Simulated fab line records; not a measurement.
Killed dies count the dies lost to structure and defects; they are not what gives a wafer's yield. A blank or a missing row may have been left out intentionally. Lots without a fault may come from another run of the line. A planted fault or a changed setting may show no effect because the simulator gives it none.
fab line records -- flow nand_harc
record lots=11, wafers=33, last_day=25
route steps=1159 shown A_CHANNEL_HOLE_D1@462 END@1159
lots that met no fault: taken from a fault-free run of the same line
start_h: the number of hours between the record's first day and the start of the first shown wafer of the lot -- wait_h: hours from the lot's prior step to this one -- " as in the row above -- L1.1+2: a single row standing in for several wafers -- - no value present, or no start provided -- * or withheld: withheld -- < > ~ a bound
route shown NAME@n: names a module that has steps shown in the file, with the first one's number in the route -- usual: mean and standard deviation over wafers with no fault -- same: alike in all rows -- chamber/n: place in a boat -- sites: per-site readings -- _std_site: the values' standard deviation -- _edge_site: the outer-site mean with the inner-site mean subtracted -- radius_mm: for every site, how far away it sits from the centre of the wafer -- mask NAME#n: copy n -- behind: the tool/chamber that last shaped the wafer -- hold: why the lot went on hold/how many hours it stayed there/how the hold came to an end -- device: the transistor (n, p or np) that didn't switch -- end of line: tests run on the same wafers once the route is complete -- a step with no rows: only its recipe -- killed: the dies lost at the first sort to structure and to defects; this is not the yield of the wafer -- map: a wafer's dies, x killed, . not, _ none there
set.NAME: the setting as run; set.NAME@STEP: as run at that earlier step -- model.NAME: the simulator's own value behind a step, which no gauge read
steps of the route over a sample of lots; a table a step, a row a wafer
services: a tool's chamber out of use, with start hour (start_h, from the record's first day; less than 0 if before it), hours out, and reason
## steps
# step NHARC_A_CHANNEL_HOLE_D1_CD_MEAS_10
# recipe target_cd_nm=100, landing_energy_ev=500
# usual cd_nm=99.9/0.5
lot.wafer,tool,chamber,start_h,wait_h,cd_nm
L986.3,cd_sem-03,0,179.29,-,99.8
L986.4,cd_sem-03,0,179.29,-,100.0
L986.5,cd_sem-03,0,179.29,-,99.9
L988.2,cd_sem-01,0,185.89,-,100.2
L988.3,cd_sem-01,0,185.89,-,99.2
L988.6,cd_sem-01,0,185.89,-,99.8
L989.1,cd_sem-03,0,193.99,-,100.1
L989.4,cd_sem-03,0,193.99,-,99.1
L989.5,cd_sem-03,0,193.99,-,100.2
L992.2,cd_sem-02,0,207.71,-,99.3
L992.5,cd_sem-02,0,207.71,-,99.5
L992.6,cd_sem-02,0,207.71,-,99.9
L993.2,cd_sem-02,0,217.87,-,100.0
L993.4,cd_sem-02,0,217.87,-,100.1
L993.6,cd_sem-02,0,217.87,-,99.7
L994.1,cd_sem-03,0,228.89,-,100.7
L994.2,cd_sem-03,0,228.89,-,100.2
L994.6,cd_sem-03,0,228.89,-,100.0
L996.1,cd_sem-02,0,230.79,-,99.6
L996.3,cd_sem-02,0,230.79,-,100.5
L996.4,cd_sem-02,0,230.79,-,99.1
L999.2,cd_sem-01,0,250.46,-,99.4
L999.4,cd_sem-01,0,250.46,-,99.5
L999.5,cd_sem-01,0,250.46,-,98.7
L997.1,cd_sem-03,0,260.79,-,101.0
L997.2,cd_sem-03,0,260.79,-,99.6
L997.3,cd_sem-03,0,260.79,-,99.6
L101.3,cd_sem-01,0,265.69,-,100.8
L101.5,cd_sem-01,0,265.69,-,100.4
L101.6,cd_sem-01,0,265.69,-,100.0
L107.1,cd_sem-01,0,309.57,-,100.8
L107.3,cd_sem-01,0,309.57,-,101.0
L107.5,cd_sem-01,0,309.57,-,100.3
# step NHARC_A_CHANNEL_HOLE_D1_ETCH_39
# recipe target_depth_a=2600, over_etch_frac=0.3, time_s=325, ion_energy_ev=200, n2_flow_sccm=150, h2_flow_sccm=150, ar_flow_sccm=0, rf_w=400, bias_w=150, chemistry=N2/H2
# usual drypump_motor_current_A=5.6/0.38, mfc_ar_sccm=0.010/0.011, oes_product_au=0.999/0.0081, rf_vpp_V=431/3, showerhead_plenum_p_Torr=2.07/0.1, throttle_valve_pct=14.171/0.01
# same time_s=325
lot.wafer,tool,chamber,start_h,wait_h,drypump_motor_current_A,mfc_ar_sccm,oes_product_au,rf_hours_counter_h,rf_vpp_V,showerhead_plenum_p_Torr,throttle_valve_pct
L986.3,rie_diel-13,0,179.65,-,5.2,0,0.997,5,433,2.20,14.163
L986.4,rie_diel-13,1,179.65,-,5.9,0.033,0.993,4,432,2.06,14.181
L986.5,rie_diel-13,0,179.65,-,5.3,0,1.000,-,435,2.20,14.169
L988.2,rie_diel-02,3,186.25,-,5.8,0.021,1.011,2,434,2.16,14.162
L988.3,rie_diel-02,1,186.25,-,6.3,0.013,0.988,2,425,1.89,14.165
L988.6,rie_diel-02,3,186.25,-,5.8,0.021,1.010,-,435,2.16,14.173
L989.1,rie_diel-13,2,194.44,-,5.2,0,0.996,6,427,1.94,14.176
L989.4,rie_diel-13,0,194.44,-,5.2,0,1.002,7,433,2.20,14.160
L989.5,rie_diel-13,1,194.44,-,5.9,0.033,0.999,-,431,2.06,14.162
L992.2,rie_diel-11,1,208.07,-,4.8,0,0.997,0,434,2.17,14.181
L992.5,rie_diel-11,1,208.07,-,4.8,0,0.995,-,434,2.17,14.158
L992.6,rie_diel-11,2,208.07,-,5.9,0.021,1.009,-,434,2.11,14.159
L993.2,rie_diel-13,2,218.25,-,5.2,0,0.988,8,428,1.94,14.176
L993.4,rie_diel-13,0,218.25,-,5.2,0,0.996,9,434,2.20,14.161
L993.6,rie_diel-13,2,218.25,-,5.2,0,0.995,-,429,1.94,14.166
L994.2,rie_diel-02,0,229.26,-,5.7,0,0.998,4,432,2.09,14.167
L994.1,rie_diel-02,3,229.26,-,5.8,0.021,1.006,5,435,2.16,14.189
L994.6,rie_diel-02,0,229.26,-,5.7,0,0.997,-,432,2.09,14.183
L996.3,rie_diel-02,2,231.15,-,5.5,0.006,0.990,5,434,2.18,14.177
L996.1,rie_diel-02,3,231.15,-,5.8,0.021,0.998,5,433,2.16,14.155
L996.4,rie_diel-02,1,231.15,-,6.3,0.013,1.008,5,426,1.89,14.157
L999.4,rie_diel-13,3,250.85,-,5.6,0,0.990,13,430,2.05,14.170
L999.2,rie_diel-13,0,250.85,-,5.3,0,0.993,12,435,2.19,14.167
L999.5,rie_diel-13,3,250.85,-,5.5,0,0.987,-,431,2.05,14.171
L997.2,rie_diel-02,1,261.15,-,6.3,0.013,0.994,7,427,1.89,14.180
L997.3,rie_diel-02,2,261.15,-,5.5,0.006,0.833,7,434,2.18,14.185
L997.1,rie_diel-02,0,261.15,-,5.7,0,0.994,7,431,2.09,14.154
L101.3,rie_diel-13,0,266.08,-,5.2,0,0.987,13,435,2.19,14.188
L101.6,rie_diel-13,3,266.08,-,5.5,0,0.983,-,431,2.05,14.171
L101.5,rie_diel-13,0,266.08,-,5.3,0,0.985,-,437,2.19,14.155
L107.3,rie_diel-11,1,309.94,-,4.7,0,0.991,7,433,2.17,14.176
L107.1,rie_diel-11,2,309.94,-,5.9,0.021,0.984,7,431,2.11,14.170
L107.5,rie_diel-11,1,309.94,-,4.7,0,0.997,-,435,2.17,14.162
# step NHARC_A_CHANNEL_HOLE_D1_ETCH_21
# recipe bias_v=3000, source_w=withheld, pressure_mtorr=20, time_s=514.3, ar_flow_sccm=375, c4f8_flow_sccm=89.3, o2_flow_sccm=35.7, temp_c=-20, target_depth_a=16000, chemistry=C4F8/O2/Ar
# usual c4f8_flow_sccm=89.30/0.26, drypump_motor_current_A=5.8/0.51, mfc_ar_sccm=375.0/1.2, o2_flow_sccm=35.69/0.12, showerhead_plenum_p_Torr=3.73/0.063, temp_c=-19.99/0.11, throttle_valve_pct=32.156/0.0091
# same time_s=514.3
lot.wafer,tool,chamber,start_h,wait_h,c4f8_flow_sccm,drypump_motor_current_A,mfc_ar_sccm,o2_flow_sccm,rf_hours_counter_h,showerhead_plenum_p_Torr,temp_c,throttle_valve_pct
L986.4,har_etch-01,0,181.22,0.3,89.18,5.7,373.9,35.66,-,3.83,-20.10,32.134
L986.3,har_etch-01,1,181.22,0.3,89.68,5.1,375.0,35.64,-,3.76,-20.07,32.159
L986.5,har_etch-01,0,181.22,0.3,89.21,5.7,375.2,35.47,-,3.83,-20.00,32.168
L988.2,har_etch-02,1,187.69,0.3,89.04,6.6,373.9,35.56,103,3.65,-20.06,32.160
L988.3,har_etch-02,1,187.69,0.3,89.38,6.6,376.9,35.65,-,3.65,-19.85,32.170
L988.6,har_etch-02,0,187.69,0.3,89.18,5.7,375.1,35.59,-,3.73,-20.03,32.150
L989.1,har_etch-01,0,196.05,0.3,89.59,5.7,374.2,35.66,198,3.82,-19.99,32.154
L989.4,har_etch-01,0,196.05,0.3,89.13,5.7,375.3,35.65,-,3.82,-19.98,32.153
L989.5,har_etch-01,0,196.05,0.3,89.37,5.7,375.8,35.66,-,3.82,-20.22,32.152
L992.2,har_etch-01,1,209.57,0.3,89.40,5.2,373.7,35.66,203,3.75,-20.17,32.159
L992.6,har_etch-01,0,209.57,0.3,89.49,5.7,375.5,35.65,-,3.82,-19.90,32.146
L992.5,har_etch-01,1,209.57,0.3,89.14,5.2,373.6,35.79,-,3.75,-19.99,32.155
L993.2,har_etch-01,0,219.66,0.3,89.30,5.8,376.6,35.56,207,3.82,-20.10,32.159
L993.4,har_etch-01,1,219.66,0.3,89.13,5.1,372.5,35.73,-,3.75,-19.82,32.154
L993.6,har_etch-01,1,219.66,0.3,89.50,5.1,375.0,35.65,-,3.75,-19.94,32.156
L994.1,har_etch-01,0,230.71,0.3,89.36,5.7,372.9,35.84,213,3.81,-19.94,32.165
L994.2,har_etch-01,1,230.71,0.3,88.94,5.1,375.2,35.65,213,3.75,-19.91,32.156
L994.6,har_etch-01,1,230.71,0.3,89.21,5.1,374.1,35.78,-,3.75,-19.96,32.154
L996.1,har_etch-02,0,232.66,0.3,89.18,5.7,373.5,35.85,123,3.72,-19.94,32.151
L996.4,har_etch-02,1,232.66,0.3,89.17,6.6,374.3,35.76,-,3.64,-19.88,32.178
L996.3,har_etch-02,0,232.66,0.3,88.94,5.7,376.7,35.98,-,3.72,-19.97,32.152
L999.2,har_etch-02,0,254.48,0.3,89.33,5.7,376.0,35.63,134,3.71,-20.09,32.154
L999.4,har_etch-02,0,254.48,0.3,89.50,5.7,375.2,35.65,-,3.72,-19.89,32.155
L999.5,har_etch-02,0,254.48,0.3,89.28,5.7,375.0,35.66,-,3.72,-19.90,32.162
L997.2,har_etch-02,1,262.58,0.3,89.45,6.6,373.8,35.63,138,3.63,-20.26,32.138
L997.1,har_etch-02,0,262.58,0.3,89.36,5.7,370.8,35.87,138,3.71,-19.97,32.161
L997.3,har_etch-02,1,262.58,0.3,89.10,6.6,374.5,35.87,-,3.63,-19.97,32.138
L101.3,har_etch-01,1,267.70,0.3,89.10,5.1,376.7,35.84,-,3.74,-20.11,32.154
L101.5,har_etch-01,0,267.70,0.3,89.26,5.8,373.8,35.90,-,3.80,-20.18,32.143
L101.6,har_etch-01,1,267.70,0.3,89.26,5.2,375.3,35.60,-,3.74,-20.02,32.148
L107.1,har_etch-02,0,316.64,0.3,89.83,5.7,375.0,35.57,161,3.70,-19.84,32.167
L107.3,har_etch-02,0,316.64,0.3,89.50,5.7,374.7,35.60,-,3.70,-19.85,32.155
L107.5,har_etch-02,1,316.64,0.3,89.46,6.6,375.2,35.67,-,3.62,-19.79,32.145
# step NHARC_A_CHANNEL_HOLE_D1_ETCH_23
# recipe bias_v=5000, source_w=withheld, pressure_mtorr=20, time_s=819, ar_flow_sccm=375, c4f8_flow_sccm=89.3, o2_flow_sccm=35.7, temp_c=-20, target_depth_a=16000, chemistry=C4F8/O2/Ar
# usual c4f8_flow_sccm=89.29/0.26, drypump_motor_current_A=5.8/0.51, mfc_ar_sccm=375.0/1.1, o2_flow_sccm=35.68/0.1, showerhead_plenum_p_Torr=3.73/0.063, temp_c=-19.99/0.1, throttle_valve_pct=32.155/0.0091
# same time_s=819
lot.wafer,tool,chamber,start_h,wait_h,c4f8_flow_sccm,drypump_motor_current_A,mfc_ar_sccm,o2_flow_sccm,rf_hours_counter_h,showerhead_plenum_p_Torr,temp_c,throttle_valve_pct
L986.4,har_etch-01,0,182.31,0.5,89.56,5.7,373.5,35.71,-,3.83,-19.77,32.159
L986.3,har_etch-01,1,182.31,0.5,89.24,5.2,374.3,35.59,-,3.76,-19.91,32.148
L986.5,har_etch-01,0,182.31,0.5,89.40,5.8,374.2,35.78,-,3.83,-19.90,32.148
L988.2,har_etch-02,1,188.70,0.5,89.36,6.6,374.2,35.73,104,3.65,-20.01,32.161
L988.3,har_etch-02,1,188.70,0.5,89.27,6.6,373.4,35.74,-,3.65,-20.01,32.163
L988.6,har_etch-02,0,188.70,0.5,89.05,5.7,374.3,35.77,-,3.73,-20.01,32.161
L989.1,har_etch-01,0,197.10,0.5,89.34,5.7,375.2,35.56,199,3.82,-19.85,32.153
L989.4,har_etch-01,0,197.10,0.5,89.92,5.7,376.5,35.63,-,3.82,-20.04,32.170
L989.5,har_etch-01,0,197.10,0.5,89.37,5.7,374.5,35.75,-,3.82,-20.02,32.139
L992.2,har_etch-01,1,210.62,0.5,89.68,5.2,375.1,35.67,204,3.75,-19.92,32.153
L992.6,har_etch-01,0,210.62,0.5,89.69,5.7,373.7,35.58,-,3.82,-20.03,32.164
L992.5,har_etch-01,1,210.62,0.5,89.39,5.1,376.0,35.79,-,3.75,-20.02,32.157
L993.2,har_etch-01,0,220.67,0.5,89.23,5.7,373.9,35.74,208,3.82,-19.88,32.162
L993.4,har_etch-01,1,220.67,0.5,89.82,5.1,374.6,35.75,-,3.75,-20.01,32.167
L993.6,har_etch-01,1,220.67,0.5,89.68,5.1,375.7,35.58,-,3.75,-20.12,32.158
L994.1,har_etch-01,0,231.73,0.5,89.12,5.7,374.4,35.65,214,3.81,-20.09,32.153
L994.2,har_etch-01,1,231.73,0.5,90.02,5.2,375.0,35.61,214,3.75,-19.93,32.150
L994.6,har_etch-01,1,231.73,0.5,89.51,5.2,376.3,35.65,-,3.75,-20.13,32.151
L996.1,har_etch-02,0,233.71,0.5,89.47,5.7,375.4,35.69,124,3.72,-19.92,32.140
L996.4,har_etch-02,1,233.71,0.5,89.11,6.6,375.5,35.76,-,3.64,-20.03,32.164
L996.3,har_etch-02,0,233.71,0.5,89.49,5.7,373.8,35.90,-,3.72,-19.96,32.154
L999.2,har_etch-02,0,255.50,0.5,89.19,5.7,377.2,35.78,135,3.71,-20.06,32.170
L999.4,har_etch-02,0,255.50,0.5,89.11,5.7,375.2,35.67,-,3.71,-19.99,32.149
L999.5,har_etch-02,0,255.50,0.5,89.19,5.7,376.4,35.60,-,3.71,-19.87,32.136
L997.2,har_etch-02,1,263.59,0.5,89.42,6.6,375.5,35.83,139,3.63,-19.93,32.166
L997.1,har_etch-02,0,263.59,0.5,89.10,5.7,377.3,35.76,139,3.71,-19.88,32.165
L997.3,har_etch-02,1,263.59,0.5,88.91,6.6,376.5,35.72,-,3.63,-19.93,32.157
L101.3,har_etch-01,1,268.84,0.5,89.27,5.1,376.5,35.70,-,3.74,-20.18,32.147
L101.5,har_etch-01,0,268.84,0.5,88.98,5.8,375.8,35.60,-,3.80,-19.99,32.159
L101.6,har_etch-01,1,268.84,0.5,89.25,5.1,376.3,35.63,-,3.74,-20.07,32.144
L107.1,har_etch-02,0,317.69,0.5,89.56,5.7,376.1,35.66,162,3.70,-20.09,32.165
L107.3,har_etch-02,0,317.69,0.5,89.17,5.7,374.3,35.74,-,3.70,-20.12,32.163
L107.5,har_etch-02,1,317.69,0.5,88.71,6.6,375.0,35.78,-,3.62,-19.88,32.139
# step NHARC_END_SORT_01
# recipe temp_c=25
# usual killed_at_array=28/11, killed_at_other=0.7/1.1, killed_at_periphery=2.9/2, killed_dies=32/11, killed_open=3.2/1.8, killed_short=2.0/1.4
# same gross_dies=677
lot.wafer,tool,chamber,start_h,wait_h,killed_at_array,killed_at_other,killed_at_periphery,killed_dies,killed_open,killed_short
L997.1,prober-02,0,517.75,2.5,30,2,4,36,3,2
L997.2,prober-02,0,518.54,2.8,24,2,3,29,3,1
L997.3,prober-02,0,519.34,3.1,188,4,4,196,3,1
# killed by level:class
L997.1 A_SLIT:chamber_film_flake=12 A_CONTACT:chamber_film_flake=7 A_CHANNEL_HOLE_D1:chamber_film_flake=5 A_ZERO_WELL:chamber_film_flake=3 P_M0:geometric_particle:short=1 A_SOURCE_PLATE:geometric_particle:short=1 A_CONTACT:geometric_particle:open=1 A_M0:geometric_particle:open=1
L997.2 A_SLIT:chamber_film_flake=8 A_CHANNEL_HOLE_D1:chamber_film_flake=6 A_M0:geometric_particle:open=2 A_CONTACT:chamber_film_flake=2 THIN_TSV:chamber_film_flake=2 A_WL_FILL:geometric_particle:short=1 A_CONTACT:geometric_particle:open=1 P_GATE:chamber_film_flake=1
L997.3 A_CHANNEL_HOLE_D1:area_etch=152 A_SLIT:chamber_film_flake=17 A_CHANNEL_HOLE_D1:chamber_film_flake=10 A_CONTACT:chamber_film_flake=4 THIN_TSV:chamber_film_flake=4 P_GATE:chamber_film_flake=2 P_CONTACT:geometric_particle:open=1 A_WL_FILL:geometric_particle:open=1
## services
tool,chamber,start_h,hours,kind
rie_diel-13,0,157.00,-,clean
rie_diel-13,1,157.00,-,clean
rie_diel-13,2,157.00,-,clean
rie_diel-13,3,157.00,-,clean
rie_diel-13,2,158.71,4.8,repair
rie_diel-13,0,181.50,-,clean
rie_diel-13,1,181.50,-,clean
rie_diel-13,2,181.50,-,clean
rie_diel-13,3,181.50,-,clean
rie_diel-11,-,189.50,9.0,pm
rie_diel-13,0,206.00,-,clean
rie_diel-13,1,206.00,-,clean
rie_diel-13,2,206.00,-,clean
rie_diel-13,3,206.00,-,clean
rie_diel-11,-,215.80,2.6,repair
rie_diel-13,-,230.35,0.8,repair
rie_diel-13,1,233.97,10.8,repair
rie_diel-13,0,255.01,-,clean
rie_diel-13,1,255.01,-,clean
rie_diel-13,2,255.01,-,clean
rie_diel-13,-,276.23,9.0,pm
har_etch-01,-,305.00,17.0,pm
har_etch-01,0,305.00,17.0,vent_cycle
har_etch-01,1,305.00,17.0,vent_cycle
## key
first_sign step=NHARC_A_CHANNEL_HOLE_D1_ETCH_39, reading=oes_product_au, direction=down, sigmas=20, usual=0.999, struck=0.833
effect step=NHARC_END_SORT_01, reading=killed_at_array, direction=up, sigmas=15, usual=28, struck=188
more_kills_born_at NHARC_A_CHANNEL_HOLE_D1_ETCH_39@rie_diel-02=152
met_at NHARC_A_CHANNEL_HOLE_D1_ETCH_39
struck_lots L997
struck_wafers L997.3
tester_left_out L997
not_acting_at NHARC_A_CHANNEL_HOLE_D1_CD_MEAS_10,NHARC_A_CHANNEL_HOLE_D1_ETCH_21,NHARC_A_CHANNEL_HOLE_D1_ETCH_23
onset_between 231.15 261.15
fault kind=process_parameter_drift, tool=rie_diel-02, chamber=2, onset_h=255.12, steps=NHARC_A_CHANNEL_HOLE_D1_ETCH_39, channel=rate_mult, offset=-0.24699, shape=step, end_h=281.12
# tester_left_out: of these lots the tester's yield and bins aren't shown, on N5 and GAA mostly nor the transistor test; their killed dies are dies lost to structure and defects alone, not to doping, threshold or leakage, so they don't give the yield
